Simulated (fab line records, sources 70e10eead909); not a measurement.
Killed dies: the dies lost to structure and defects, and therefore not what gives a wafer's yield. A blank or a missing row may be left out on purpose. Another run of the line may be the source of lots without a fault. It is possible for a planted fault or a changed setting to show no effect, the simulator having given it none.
Code-filled problem report in 8D (eight disciplines) form | flow nand harc | the parts of the form that need people (team, actions taken, sign-off) are left out

1. THE PROBLEM
Wafers without a fault read 3.5, standard deviation 2.3; killed at periphery at NHARC_END_SORT_01 reads a mean of 64.0 on 6 wafers belonging to 2 lots. That is +26 standard deviations from the usual mean.
Earliest sighting: wafer L372.1 on prober-01 at day 30 15:19. Wafers with a number at this step in the record: 9, from 3 lots. Rule for "out" (also "out of limits"): further than 4 standard deviations from the usual mean. Any other wafer with a number is counted as sound.

2. WHAT IT IS AND WHAT IT IS NOT
question                    | is                     | is not
which readings at this step | killed at periphery    | killed at other, killed open, killed short
which lots                  | L371, L372             | L366
which wafers of those lots  | all that have a number | -
read on which gauges        | prober-01, prober-02   | -
when                        | from day 30 15:19      | up to then (3 sound wafers)

3. THE SUSPECTS, EACH WITH WHAT RULES IT OUT
Counting: a tool at a process step up to the reading stays a suspect if it ran every lot that is out and no sound lot after the first of them.
- the gauge at NHARC_END_SORT_01: ruled out. The wafers that are out were read on 2 gauges (prober-01, prober-02).
- pvd sputter-01 at NHARC_P_M0_PVD_20 (deposits TaN, target thk 5 nm, time 8.06 s): kept. It ran every lot that is out, first L371 (day 13 00:49), and no sound lot after that.
Remaining after the count: pvd sputter-01 at NHARC_P_M0_PVD_20.

4. THE CAUSE (what the simulator had put in)
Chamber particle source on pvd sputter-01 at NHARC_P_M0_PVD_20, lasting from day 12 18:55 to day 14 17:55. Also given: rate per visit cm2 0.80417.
Counting left only this tool.

5. THE CHAIN OF EFFECTS, in route order
Each row: a reading whose mean over the struck wafers that have a number lies more than 3 standard deviations from the usual. Only readings whose record carries a usual standard deviation are examined. hours: median over the lots of the time between each lot's start at the first step of this table that gives one and its start at this step. sigmas: the change, counted in usual standard deviations.
hours | step              | reading              | usual  | on struck wafers | change | sigmas
0     | NHARC_END_SORT_01 | defect limited yield | 89.8 % | 78.8             | -11.0  | -4.6
0     | NHARC_END_SORT_01 | killed at periphery  | 3.5    | 64.0             | +60.5  | +26
0     | NHARC_END_SORT_01 | killed dies          | 69     | 144              | +75    | +4.4

6. HOW IT WOULD HAVE BEEN CAUGHT EARLIER
The first out-of-limits reading at a measuring or inspecting step in this record came at day 30 15:19, 428 hours after the fault's start at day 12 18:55.
Of the tool readings at NHARC_P_M0_PVD_20 for which the record gives a usual standard deviation, none was out on any struck wafer, so an alarm limit of 4 standard deviations on them would not have fired.
The start of NHARC_P_M0_PVD_20 on pvd sputter-01 came by day 30 15:19 for every one of the lots that are out (2). Had the tool been put on hold then, not one of them would have been saved.
